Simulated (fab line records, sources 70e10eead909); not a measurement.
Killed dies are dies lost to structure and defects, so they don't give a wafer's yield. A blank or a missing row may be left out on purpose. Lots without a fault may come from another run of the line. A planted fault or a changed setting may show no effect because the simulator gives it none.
A struck lot beside a sound one | flow nand_harc | 14 steps out of a route of 1302
Sound: wafers L153.4, L153.5, L153.6. Struck: wafers L169.2, L169.5, L169.6. The cause comes at the end.
At each step with rows: each side's tool, then ch and its chambers, then its first start. Under that, the readings that differ: sound wafers | struck wafers | difference of the means | sigmas: that difference in standard deviations of wafers without a fault.
alike: readings whose means differ by less than 2 such deviations, and words and numbers that are the same on both sides. not compared: withheld readings, readings that some wafer has no value for, bounds like >300 that may hide the same value, and numbers for which the record gives no deviation and whose values overlap.
The two part at a step that has a row with sigmas, a row that says differs or no value, or rows on one side only. Numbers that don't overlap but have no deviation are shown without sigmas and don't part them. A reading that every wafer of one side lacks parts them only if that side has two wafers or more.

NHARC_P_M1_CMP_23: polishes, t overpolish 20 s, target thk 157.82 nm.
  sound on cmp-03 ch 1,2,3, day 6 16:20; struck on cmp-02 ch 0,1,3, day 12 23:47
  alike: motor_current_A, time_to_endpoint_s
NHARC_P_M1_THK_MEAS_24: measures by xrf.
  sound on film_metro-02, day 6 16:35; struck on film_metro-02, day 13 00:02
  alike: thk_nm
then, 1 step without rows for these wafers: NHARC_P_M1_SRD_25.
NHARC_P_M1_INSPECT_27:
  sound on defect_inspect-01, day 6 16:44; struck on defect_inspect-01, day 13 00:11
  alike: raw_defect_count
NHARC_P_M1_PRE_CLEAN_32: time 12 s.
  sound on pecvd-03 ch 0,1,2, day 6 16:51; struck on pecvd-03 ch 1,2, day 13 00:17
  alike: heater_power_outer_w, heater_power_w
NHARC_P_M1_DEP_33: deposits SiCN, target thk 30 nm.
  sound on pecvd-03 ch 0,1,2, day 6 17:01; struck on pecvd-03 ch 1,2, day 13 00:25
  alike: heater_power_outer_w, heater_power_w
then, 5 steps without rows for these wafers: NHARC_P_M2_DEP_00 (deposits SiOC, target thk 182.5 nm); NHARC_P_M2_DEHYDRATE_01 (time 120 s); NHARC_P_M2_HMDS_02 (time 30 s); NHARC_P_M2_COAT_34 (time 65 s); NHARC_P_M2_COAT_03 (resist thk 90 nm).
NHARC_P_M2_SOFTBAKE_04: time 55 s.
  sound on litho_track-01 ch 0, day 6 17:00; struck on litho_track-06 ch 0, day 13 01:00
  reading                  | sound                | struck               | difference | sigmas
  heater_power_total_W (W) | 188.46 188.41 188.60 | 323.35 323.28 322.92 | +134.69    | +99 or more
then, 1 step without rows for these wafers: NHARC_P_M2_EBR_05.
-- the record jumps here: 19 days lie between the struck wafers' starts before and after (it left off in module P_M2 and takes up again in module END, whose first step shown is number 1302 of the route) --
NHARC_END_SORT_01:
  sound on prober-01 ch 0, day 25 00:22; struck on prober-01 ch 0, day 31 15:47
  alike: defect_limited_yield, killed_at_array, killed_at_other, killed_at_periphery, killed_dies, killed_open, killed_short

WHERE THEY PART
Only at NHARC_P_M2_SOFTBAKE_04, within this record. Later steps at which nothing parts them and some readings are alike: NHARC_END_SORT_01.

WHY: what the simulator had put in
Process parameter drift: litho_track-06, from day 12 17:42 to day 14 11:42, at NHARC_P_M2_SOFTBAKE_04. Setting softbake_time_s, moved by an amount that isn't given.
